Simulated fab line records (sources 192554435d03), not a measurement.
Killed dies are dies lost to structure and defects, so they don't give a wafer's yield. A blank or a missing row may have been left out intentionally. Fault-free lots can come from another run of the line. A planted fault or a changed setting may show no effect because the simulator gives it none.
fab line records / flow n5-finfet
record: lots: 5 wafers: 14 last-day: 16
route steps=1938 shown SD_EPI_N@275 SD_EPI_P@295 BEOL_M4@1111 PASSIVATION@1936
lots with no fault: from the same line, run without faults
start-h: the number of hours between the record's first day and the start of the first shown wafer of the lot / wait-h: hours since the lot's step before / " same as the row above / L1.1+2: a single row standing in for several wafers / - value missing, or start not given / * or withheld: withheld / < > ~ a bound
route shown NAME@n: a module of which the file shows steps, and the number in the route of the first / usual: mean and standard deviation over wafers with no fault / same: alike in all rows / chamber/n: place in a boat / sites: the reading at each site / _std_site: the values' standard deviation / _edge_site: the outer-site mean with the inner-site mean subtracted / radius-mm: how far each site lies from the wafer's centre / mask NAME#n: copy n / behind: the last tool/chamber to shape the wafer / hold: the reason the lot was held/the length of the hold in hours/how it ended / device: which transistor (n, p or np) failed to switch / end of line: tests run on the same wafers once the route is complete / for a step that has no rows: nothing shown but its recipe / killed: dies lost to structure and defects at the first sort, not the wafer's yield / map: a wafer's dies, marking killed ones x, the rest . and places with no die _
set.NAME: setting as actually run; set.NAME@STEP: the setting as run at that earlier step / model.NAME: the simulator's own value behind a step, which no gauge read
certain route steps with their lots: each step a table, each wafer a row
services: from which hour (start-h, from the record's first day; less than 0 if before it) a tool's chamber was out of use, for how many hours, and why
== steps ==
step: N5_SD_EPI_N_ETCH_35
recipe: chemistry: N2/H2 target: SOC overetch-a: 1080 mask-material: SiARC temp-c: 40 ion-energy-ev: 100 source-w: 3000 bias-w: 133 pressure-mtorr: 20 time-s: 486 n2-flow-sccm: 200 h2-flow-sccm: 200
step: N5_SD_EPI_N_STRIP_36
recipe: chemistry: N2/H2 temp-c: 40 n2-flow-sccm: 200 h2-flow-sccm: 200 rf-frequency-hz: 6e+07
step: N5_SD_EPI_N_ETCHBACK_44
recipe: chemistry: CH3F/O2 mode: anisotropic-etchback target: SiNx target-depth-a: 145 stop-on: SiO2 over-etch-frac: 0.3 ion-energy-ev: 120 pressure-mtorr: 30 source-w: 395 bias-w: 73 Ar_flow_sccm: 150 CH3F_flow_sccm: 30 O2_flow_sccm: 20
step: N5_SD_EPI_N_ETCH_45
recipe: chemistry: CH3F/O2 target: SiOCN target-depth-a: 60 mask-material: SOC ion-energy-ev: 60 bias-w: 29 pressure-mtorr: 15 source-w: 410 Ar_flow_sccm: 150 CH3F_flow_sccm: 30 O2_flow_sccm: 20
step: N5_SD_EPI_N_ETCH_16
recipe: chemistry: CHF3/O2 target: SiO2 target-depth-a: 50 mask-material: SOC pressure-mtorr: 30 source-w: 650 bias-w: 170 Ar_flow_sccm: 200 CHF3_flow_sccm: 50 O2_flow_sccm: 5 ion-energy-ev: 200
step: N5_SD_EPI_N_STRIP_47
recipe: chemistry: CHF3/O2 resist: SiARC rf-frequency-hz: 6e+07
step: N5_SD_EPI_N_SD_RECESS_17
recipe: chemistry: HBr/Cl2/O2 target-depth-a: 410 mask-material: SOC time-s: 23.7 bt-time-s: 3 pressure-mtorr: 10 icp-w: 800 bias-w: 112 HBr_flow_sccm: 150 Cl2_flow_sccm: 80 O2_flow_sccm: 12
step: N5_SD_EPI_N_STRIP_38
recipe: chemistry: N2/H2 power-w: 1000 temp-c: 250 h2-frac: 0.65 overash-fraction: 0.3 pressure-mtorr: withheld n2-flow-sccm: 1750 h2-flow-sccm: 3250
step: N5_SD_EPI_N_WET_ETCH_43
recipe: chemistry: dHF dilution: withheld time-s: 14 target: SiO2 target-depth-a: 15 temp-c: 25
step: N5_SD_EPI_N_STRIP_18
recipe: chemistry: SPM time-s: 750 temp-c: 130 h2so4-h2o2-vol-ratio: 4
step: N5_SD_EPI_N_SRD_20
recipe: dry: ipa-marangoni do-ppb: 5 time-s: 30 temp-c: 23 rinse-liquid: diw
step: N5_SD_EPI_N_PRECLEAN_48
recipe: chemistry: NF3:NH3 afs-cycles: 2 temp-c: 30 time-s: 20 sublimation-temp-c: 180 sublimation-time-s: 60 pressure-torr: 3 rf-power-w: 30
step: N5_SD_EPI_N_VAPOR_ETCH_50
recipe: chemistry: HCl target: Si temp-c: 775 time-s: 54 pressure-torr: 20 mode: isotropic
usual: throttle-valve-pct: 11.97/0.26
lot.wafer=L353.2 tool=epi-rpcvd-03 chamber=0 start-h=86.50 wait-h=0.4 throttle-valve-pct=11.55
lot.wafer=L353.4 tool=epi-rpcvd-03 chamber=0 start-h=86.50 wait-h=0.4 throttle-valve-pct=11.62
lot.wafer=L353.6 tool=epi-rpcvd-03 chamber=0 start-h=86.50 wait-h=0.4 throttle-valve-pct=11.45
lot.wafer=L354.1 tool=epi-rpcvd-03 chamber=0 start-h=92.22 wait-h=0.3 throttle-valve-pct=11.72
lot.wafer=L354.4 tool=epi-rpcvd-03 chamber=0 start-h=92.22 wait-h=0.3 throttle-valve-pct=11.78
lot.wafer=L354.5 tool=epi-rpcvd-03 chamber=0 start-h=92.22 wait-h=0.3 throttle-valve-pct=11.63
lot.wafer=L355.1 tool=epi-rpcvd-03 chamber=0 start-h=98.31 wait-h=0.3 throttle-valve-pct=12.08
lot.wafer=L355.2 tool=epi-rpcvd-03 chamber=0 start-h=98.31 wait-h=0.3 throttle-valve-pct=11.75
lot.wafer=L361.3 tool=epi-rpcvd-04 chamber=0 start-h=135.04 wait-h=0.2 throttle-valve-pct=12.28
lot.wafer=L361.5 tool=epi-rpcvd-04 chamber=0 start-h=135.04 wait-h=0.2 throttle-valve-pct=12.37
lot.wafer=L361.6 tool=epi-rpcvd-04 chamber=0 start-h=135.04 wait-h=0.2 throttle-valve-pct=12.17
lot.wafer=L367.2 tool=epi-rpcvd-03 chamber=0 start-h=174.70 wait-h=0.4 throttle-valve-pct=11.82
lot.wafer=L367.3 tool=epi-rpcvd-03 chamber=0 start-h=174.70 wait-h=0.4 throttle-valve-pct=11.90
lot.wafer=L367.6 tool=epi-rpcvd-03 chamber=0 start-h=174.70 wait-h=0.4 throttle-valve-pct=12.02
step: N5_SD_EPI_N_EPI_21
recipe: material: Si:P dopant: P temp-c: 680 pressure-torr: 255 time-s: 690
step: N5_SD_EPI_N_PRECLEAN_24
recipe: chemistry: O3/DIW time-s: 60 temp-c: 22 o3-ppm: 10
step: N5_SD_EPI_N_SRD_25
recipe: time-s: 30 temp-c: 23 rinse-liquid: diw dry: ipa-marangoni
step: N5_SD_EPI_N_PRECLEAN_49
recipe: chemistry: NF3:NH3 afs-cycles: 1 temp-c: 30 time-s: 20 sublimation-temp-c: 180 sublimation-time-s: 60 pressure-torr: 3 rf-power-w: 30
step: N5_SD_EPI_N_LINER_46
recipe: material: SiNx target-thk-a: 30 temp-c: 400 ald-precursor-family: SiH2I2 ald-co-reactant: N2/H2-plasma pressure-torr: 2
step: N5_SD_EPI_P_COAT_34
recipe: resist: SOC temp-c: 250 time-s: 60 spin-rpm: 1500 resist-thk-nm: 350
step: N5_SD_EPI_P_COAT_35
recipe: resist: SiARC temp-c: 220 time-s: 60 spin-rpm: 1500 resist-thk-nm: 35
step: N5_SD_EPI_P_COAT_03
recipe: resist: CAR-ArF-block spin-rpm: 1500 resist-thk-nm: 150
step: N5_SD_EPI_P_EBR_05
recipe: solvent: PGMEA ebr-width-mm: 1.5
step: N5_SD_EPI_P_SOFTBAKE_04
recipe: temp-c: 110 time-s: 60 resist: CAR-ArF-block
step: N5_SD_EPI_P_EXPOSE_06
recipe: mask-id: SD_P_BLK na: 1.35 source-shape: conventional sigma-outer: 0.8 polarization: unpolarized target-cd-nm: 240 dose-mj: 39.5
step: N5_SD_EPI_P_PEB_07
recipe: peb-temp-c: 110 peb-time-s: 60 resist: CAR-ArF-block
step: N5_SD_EPI_P_DEVELOP_08
recipe: develop-time-s: 30 developer: TMAH resist: CAR-ArF-block dev-temp-c: 23 rinse-liquid: diw dry: air-spin
step: N5_SD_EPI_P_DESCUM_14
recipe: chemistry: O2 time-s: 7.9 source-power-w: 50 bias-power-w: 20 pressure-mtorr: 20 rf-frequency-hz: 2.712e+07 temp-c: 40 resist: CAR-ArF-block o2-flow-sccm: 225
step: N5_SD_EPI_P_ETCH_36
recipe: chemistry: CF4 target: SiARC target-depth-a: 455 mask-material: CAR-ArF-block time-s: 75.8 ion-energy-ev: 80 pressure-mtorr: 40 source-w: 545 bias-w: 36 Ar_flow_sccm: 100 cf4-flow-sccm: 100 ends: cleared
step: N5_SD_EPI_P_ETCH_37
recipe: chemistry: N2/H2 target: SOC overetch-a: 1080 mask-material: SiARC temp-c: 40 ion-energy-ev: 100 source-w: 3000 bias-w: 133 pressure-mtorr: 20 time-s: 486 n2-flow-sccm: 200 h2-flow-sccm: 200 ends: end-point
step: N5_SD_EPI_P_STRIP_38
recipe: chemistry: N2/H2 temp-c: 40 n2-flow-sccm: 200 h2-flow-sccm: 200 rf-frequency-hz: 6e+07
step: N5_SD_EPI_P_ETCHBACK_46
recipe: chemistry: CH3F/O2 mode: anisotropic-etchback target: SiNx target-depth-a: 175 stop-on: SiO2 over-etch-frac: 0.3 ion-energy-ev: 120 pressure-mtorr: 30 source-w: 395 bias-w: 73 Ar_flow_sccm: 150 CH3F_flow_sccm: 30 O2_flow_sccm: 20
step: N5_SD_EPI_P_ETCH_47
recipe: chemistry: CH3F/O2 target: SiOCN target-depth-a: 250 mask-material: SOC ion-energy-ev: 60 bias-w: 29 pressure-mtorr: 30 source-w: 410 Ar_flow_sccm: 150 CH3F_flow_sccm: 30 O2_flow_sccm: 20
step: N5_SD_EPI_P_ETCH_16
recipe: chemistry: CHF3/O2 target: SiO2 target-depth-a: 50 mask-material: SOC pressure-mtorr: 30 source-w: 650 bias-w: 170 Ar_flow_sccm: 200 CHF3_flow_sccm: 50 O2_flow_sccm: 5 ion-energy-ev: 200
step: N5_SD_EPI_P_STRIP_50
recipe: chemistry: CHF3/O2 resist: SiARC rf-frequency-hz: 6e+07
step: N5_SD_EPI_P_SD_RECESS_17
recipe: chemistry: HBr/Cl2/O2 target-depth-a: 391 bt-time-s: 3 pressure-mtorr: 10 icp-w: 800 bias-w: 112 HBr_flow_sccm: 150 Cl2_flow_sccm: 80 O2_flow_sccm: 12
step: N5_SD_EPI_P_WET_ETCH_45
recipe: chemistry: dHF dilution: withheld time-s: 10.7 target: SiO2 target-depth-a: 20 temp-c: 25 dry: ipa-marangoni rinse-time-s: 30 rinse-temp-c: 23
step: N5_SD_EPI_P_STRIP_40
recipe: chemistry: N2/H2 power-w: 1000 temp-c: 250 h2-frac: 0.65 overash-fraction: 0.3 pressure-mtorr: withheld n2-flow-sccm: 1750 h2-flow-sccm: 3250
step: N5_BEOL_M4_RC_MEAS_101
usual: DIBL_N: 36.4/1.2 DIBL_P: 36.1/1.6 IOFF_N: 0.156/0.024 IOFF_N_85C: 3.1/0.39 IOFF_N_LIN: 0.073/0.0094 IOFF_P: 0.21/0.031 ION_N: 674/11 ION_P: 463/6.9 REXT_N: 74.3/1.3 SS_N: 71.5/0.5 SS_P: 73.2/0.55 VT_N: 250.0/2.9 VT_P: -250/3.6
lot.wafer=L353.2 tool=prober-01 chamber=0 start-h=192.11 wait-h=0.2 DIBL_N[mV/V]=41.3 DIBL_P[mV/V]=34.4 IOFF_N[nA/um]=0.268 IOFF_N_85C[nA/um]=4.7 IOFF_N_LIN[nA/um]=0.104 IOFF_P[nA/um]=0.24 ION_N[uA/um]=697 ION_P[uA/um]=470 REXT_N[ohm.um]=66.1 SS_N[mV/dec]=73.9 SS_P[mV/dec]=73.3 VT_N[mV]=242.7 VT_P[mV]=-246
lot.wafer=L353.4 tool=prober-01 chamber=0 start-h=192.11 wait-h=0.2 DIBL_N[mV/V]=35.2 DIBL_P[mV/V]=32.9 IOFF_N[nA/um]=0.143 IOFF_N_85C[nA/um]=2.7 IOFF_N_LIN[nA/um]=0.067 IOFF_P[nA/um]=0.23 ION_N[uA/um]=665 ION_P[uA/um]=463 REXT_N[ohm.um]=73.3 SS_N[mV/dec]=70.9 SS_P[mV/dec]=73.5 VT_N[mV]=252.3 VT_P[mV]=-247
lot.wafer=L353.6 tool=prober-01 chamber=0 start-h=192.11 wait-h=0.2 DIBL_N[mV/V]=36.8 DIBL_P[mV/V]=34.7 IOFF_N[nA/um]=0.175 IOFF_N_85C[nA/um]=3.3 IOFF_N_LIN[nA/um]=0.080 IOFF_P[nA/um]=0.25 ION_N[uA/um]=685 ION_P[uA/um]=469 REXT_N[ohm.um]=72.9 SS_N[mV/dec]=70.6 SS_P[mV/dec]=74.1 VT_N[mV]=245.7 VT_P[mV]=-244
lot.wafer=L354.1 tool=prober-02 chamber=0 start-h=195.83 wait-h=0.0 DIBL_N[mV/V]=37.4 DIBL_P[mV/V]=37.2 IOFF_N[nA/um]=0.192 IOFF_N_85C[nA/um]=3.6 IOFF_N_LIN[nA/um]=0.088 IOFF_P[nA/um]=0.26 ION_N[uA/um]=690 ION_P[uA/um]=480 REXT_N[ohm.um]=74.4 SS_N[mV/dec]=71.0 SS_P[mV/dec]=74.1 VT_N[mV]=246.9 VT_P[mV]=-245
lot.wafer=L354.4 tool=prober-02 chamber=0 start-h=195.83 wait-h=0.0 DIBL_N[mV/V]=36.2 DIBL_P[mV/V]=35.9 IOFF_N[nA/um]=0.174 IOFF_N_85C[nA/um]=3.3 IOFF_N_LIN[nA/um]=0.082 IOFF_P[nA/um]=0.22 ION_N[uA/um]=694 ION_P[uA/um]=472 REXT_N[ohm.um]=73.4 SS_N[mV/dec]=71.1 SS_P[mV/dec]=74.0 VT_N[mV]=248.1 VT_P[mV]=-247
lot.wafer=L354.5 tool=prober-02 chamber=0 start-h=195.83 wait-h=0.0 DIBL_N[mV/V]=40.8 DIBL_P[mV/V]=36.8 IOFF_N[nA/um]=0.274 IOFF_N_85C[nA/um]=4.9 IOFF_N_LIN[nA/um]=0.115 IOFF_P[nA/um]=0.26 ION_N[uA/um]=724 ION_P[uA/um]=478 REXT_N[ohm.um]=67.0 SS_N[mV/dec]=71.4 SS_P[mV/dec]=74.5 VT_N[mV]=241.6 VT_P[mV]=-245
lot.wafer=L355.1 tool=prober-02 chamber=0 start-h=202.91 wait-h=0.0 DIBL_N[mV/V]=36.8 DIBL_P[mV/V]=37.1 IOFF_N[nA/um]=0.146 IOFF_N_85C[nA/um]=2.9 IOFF_N_LIN[nA/um]=0.068 IOFF_P[nA/um]=0.19 ION_N[uA/um]=666 ION_P[uA/um]=459 REXT_N[ohm.um]=74.8 SS_N[mV/dec]=71.8 SS_P[mV/dec]=72.4 VT_N[mV]=252.4 VT_P[mV]=-252
lot.wafer=L355.2 tool=prober-02 chamber=0 start-h=202.91 wait-h=0.0 DIBL_N[mV/V]=42.7 DIBL_P[mV/V]=37.3 IOFF_N[nA/um]=0.265 IOFF_N_85C[nA/um]=4.9 IOFF_N_LIN[nA/um]=0.101 IOFF_P[nA/um]=0.20 ION_N[uA/um]=687 ION_P[uA/um]=456 REXT_N[ohm.um]=67.9 SS_N[mV/dec]=73.0 SS_P[mV/dec]=73.0 VT_N[mV]=242.9 VT_P[mV]=-251
lot.wafer=L361.3 tool=prober-02 chamber=0 start-h=244.21 wait-h=0.3 DIBL_N[mV/V]=36.5 DIBL_P[mV/V]=35.6 IOFF_N[nA/um]=0.168 IOFF_N_85C[nA/um]=3.2 IOFF_N_LIN[nA/um]=0.078 IOFF_P[nA/um]=0.19 ION_N[uA/um]=685 ION_P[uA/um]=453 REXT_N[ohm.um]=77.1 SS_N[mV/dec]=71.2 SS_P[mV/dec]=73.4 VT_N[mV]=250.4 VT_P[mV]=-253
lot.wafer=L361.5 tool=prober-02 chamber=0 start-h=244.21 wait-h=0.3 DIBL_N[mV/V]=35.4 DIBL_P[mV/V]=34.0 IOFF_N[nA/um]=0.138 IOFF_N_85C[nA/um]=2.7 IOFF_N_LIN[nA/um]=0.065 IOFF_P[nA/um]=0.17 ION_N[uA/um]=663 ION_P[uA/um]=452 REXT_N[ohm.um]=77.1 SS_N[mV/dec]=71.2 SS_P[mV/dec]=72.5 VT_N[mV]=250.0 VT_P[mV]=-255
lot.wafer=L361.6 tool=prober-02 chamber=0 start-h=244.21 wait-h=0.3 DIBL_N[mV/V]=36.7 DIBL_P[mV/V]=35.7 IOFF_N[nA/um]=0.170 IOFF_N_85C[nA/um]=3.2 IOFF_N_LIN[nA/um]=0.079 IOFF_P[nA/um]=0.19 ION_N[uA/um]=685 ION_P[uA/um]=460 REXT_N[ohm.um]=77.1 SS_N[mV/dec]=71.6 SS_P[mV/dec]=73.4 VT_N[mV]=247.7 VT_P[mV]=-253
lot.wafer=L367.2 tool=prober-02 chamber=0 start-h=284.45 wait-h=0.2 DIBL_N[mV/V]=37.4 DIBL_P[mV/V]=38.8 IOFF_N[nA/um]=0.187 IOFF_N_85C[nA/um]=3.6 IOFF_N_LIN[nA/um]=0.087 IOFF_P[nA/um]=0.26 ION_N[uA/um]=689 ION_P[uA/um]=474 REXT_N[ohm.um]=74.8 SS_N[mV/dec]=71.5 SS_P[mV/dec]=73.7 VT_N[mV]=247.1 VT_P[mV]=-247
lot.wafer=L367.3 tool=prober-02 chamber=0 start-h=284.45 wait-h=0.2 DIBL_N[mV/V]=35.6 DIBL_P[mV/V]=36.8 IOFF_N[nA/um]=0.164 IOFF_N_85C[nA/um]=3.2 IOFF_N_LIN[nA/um]=0.080 IOFF_P[nA/um]=0.22 ION_N[uA/um]=685 ION_P[uA/um]=473 REXT_N[ohm.um]=74.4 SS_N[mV/dec]=70.4 SS_P[mV/dec]=73.7 VT_N[mV]=246.6 VT_P[mV]=-245
lot.wafer=L367.6 tool=prober-02 chamber=0 start-h=284.45 wait-h=0.2 DIBL_N[mV/V]=34.8 DIBL_P[mV/V]=35.7 IOFF_N[nA/um]=0.144 IOFF_N_85C[nA/um]=2.9 IOFF_N_LIN[nA/um]=0.072 IOFF_P[nA/um]=0.20 ION_N[uA/um]=681 ION_P[uA/um]=471 REXT_N[ohm.um]=74.8 SS_N[mV/dec]=70.6 SS_P[mV/dec]=73.1 VT_N[mV]=250.7 VT_P[mV]=-247
step: N5_PASSIVATION_PROBE_49
usual: defect-limited-yield: 91.4/1.5 killed_at_M0_to_M3: 31/11 killed_at_M4_up: 13/5.5 killed-at-contacts: 13/6.3 killed-at-front-end: 40/13 killed-at-other: 3.3/2.6 killed-dies: 101/18 killed-open: 67/13 killed-short: 33/7.9 sort_bin_5_function: 5.1/1 sort_bin_6_memory: 3.2/0.68 sort-n-pass: 1079/18 sort-yield-pct: 91.4/1.5
same: gross-dies: 1180 killed-at-back-side: 0 sort_bin_4_leakage[%]: 0 sort_bin_8_speed[%]: 0
lot.wafer=L355.1 tool=prober-02 chamber=- start-h=297.76 wait-h=0.0 defect-limited-yield[%]=92.2 killed_at_M0_to_M3=32 killed_at_M4_up=11 killed-at-contacts=10 killed-at-front-end=37 killed-at-other=2 killed-dies=92 killed-open=64 killed-short=28 sort_bin_5_function[%]=4.3 sort_bin_6_memory[%]=3.3 sort-n-pass=1088 sort-yield-pct[%]=92.2
lot.wafer=L355.2 tool=prober-02 chamber=- start-h=297.81 wait-h=0.1 defect-limited-yield[%]=91.6 killed_at_M0_to_M3=29 killed_at_M4_up=18 killed-at-contacts=9 killed-at-front-end=41 killed-at-other=2 killed-dies=99 killed-open=69 killed-short=29 sort_bin_5_function[%]=4.7 sort_bin_6_memory[%]=3.4 sort-n-pass=1081 sort-yield-pct[%]=91.6
lot.wafer=L354.1 tool=prober-01 chamber=- start-h=298.42 wait-h=0.0 defect-limited-yield[%]=91.5 killed_at_M0_to_M3=35 killed_at_M4_up=21 killed-at-contacts=16 killed-at-front-end=25 killed-at-other=3 killed-dies=100 killed-open=69 killed-short=30 sort_bin_5_function[%]=5.8 sort_bin_6_memory[%]=2.5 sort-n-pass=1080 sort-yield-pct[%]=91.5
lot.wafer=L354.4 tool=prober-01 chamber=- start-h=298.57 wait-h=0.2 defect-limited-yield[%]=90.1 killed_at_M0_to_M3=46 killed_at_M4_up=13 killed-at-contacts=15 killed-at-front-end=36 killed-at-other=7 killed-dies=117 killed-open=77 killed-short=39 sort_bin_5_function[%]=5.3 sort_bin_6_memory[%]=4.4 sort-n-pass=1063 sort-yield-pct[%]=90.1
killed by level:class
L355.1 STI_FIN_REVEAL:geometric-particle:open=10 BEOL_M3:geometric-particle:open=9 MOL_CONTACT_COAG:geometric-particle:open=7 BEOL_M1:geometric-particle:open=6 STARTING-WAFER:geometric-particle:short=6 FIN_SAQP:geometric-particle:open=5 FIN_SAQP:geometric-particle:short=5 BEOL_M0:geometric-particle:open=5
L355.2 STI_FIN_REVEAL:geometric-particle:open=10 FIN_SAQP:geometric-particle:open=8 BEOL_M4:geometric-particle:open=7 BEOL_M3:geometric-particle:open=6 BEOL_M4:geometric-particle:short=6 DUMMY_GATE:geometric-particle:open=5 MOL_CONTACT_COAG:geometric-particle:open=5 BEOL_M1:geometric-particle:open=5
L354.1 BEOL_M0_SAQP:geometric-particle:open=15 MOL_CONTACT_COAG:geometric-particle:open=11 BEOL_M0_SAQP:geometric-particle:short=8 FIN_SAQP:geometric-particle:open=6 BEOL_M2:geometric-particle:open=6 BEOL_M4:geometric-particle:open=6 STI_FIN_REVEAL:geometric-particle:open=5 MOL_CONTACT_COAG:geometric-particle:short=5
L354.4 MOL_CONTACT_COAG:geometric-particle:open=13 BEOL_M0_SAQP:geometric-particle:open=10 BEOL_M0_SAQP:geometric-particle:short=10 STI_FIN_REVEAL:geometric-particle:open=9 FIN_SAQP:geometric-particle:open=8 BEOL_M3:geometric-particle:open=8 BEOL_M4:geometric-particle:open=5 BEOL_M5:geometric-particle:open=5
== services ==
tool=epi-rpcvd-03 chamber=- start-h=132.88 hours=6.0 kind=pm
tool=epi-rpcvd-04 chamber=- start-h=138.19 hours=8.1 kind=pm
== key ==
first-sign: step: N5_BEOL_M4_RC_MEAS_101 reading: REXT_N direction: down sigmas: 5.5 usual: 74.3 struck: 67.0
effect: step: N5_BEOL_M4_RC_MEAS_101 reading: IOFF_N direction: up sigmas: 4.7 usual: 0.156 struck: 0.269
effect: step: N5_BEOL_M4_RC_MEAS_101 reading: IOFF_N_85C direction: up sigmas: 4.5 usual: 3.1 struck: 4.8
effect: step: N5_BEOL_M4_RC_MEAS_101 reading: DIBL_N direction: up sigmas: 4.3 usual: 36.4 struck: 41.6
effect: step: N5_BEOL_M4_RC_MEAS_101 reading: IOFF_N_LIN direction: up sigmas: 3.6 usual: 0.073 struck: 0.107
effect: step: N5_BEOL_M4_RC_MEAS_101 reading: ION_N direction: up sigmas: 2.7 usual: 674 struck: 703
effect: step: N5_BEOL_M4_RC_MEAS_101 reading: VT_N direction: down sigmas: 2.6 usual: 250.0 struck: 242.4
effect: step: N5_BEOL_M4_RC_MEAS_101 reading: SS_N direction: up sigmas: 2.5 usual: 71.5 struck: 72.8 wafers-moved: 2
met-at N5_SD_EPI_N_VAPOR_ETCH_50
struck-wafers L353.2,L354.5,L355.2
fault: kind: process-parameter-drift tool: epi-rpcvd-03 chamber: - onset-h: 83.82 steps: N5_SD_EPI_N_VAPOR_ETCH_50 channel: time-s offset: * shape: step end-h: 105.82 scope: struck-wafers-only acts-in: * stated: *
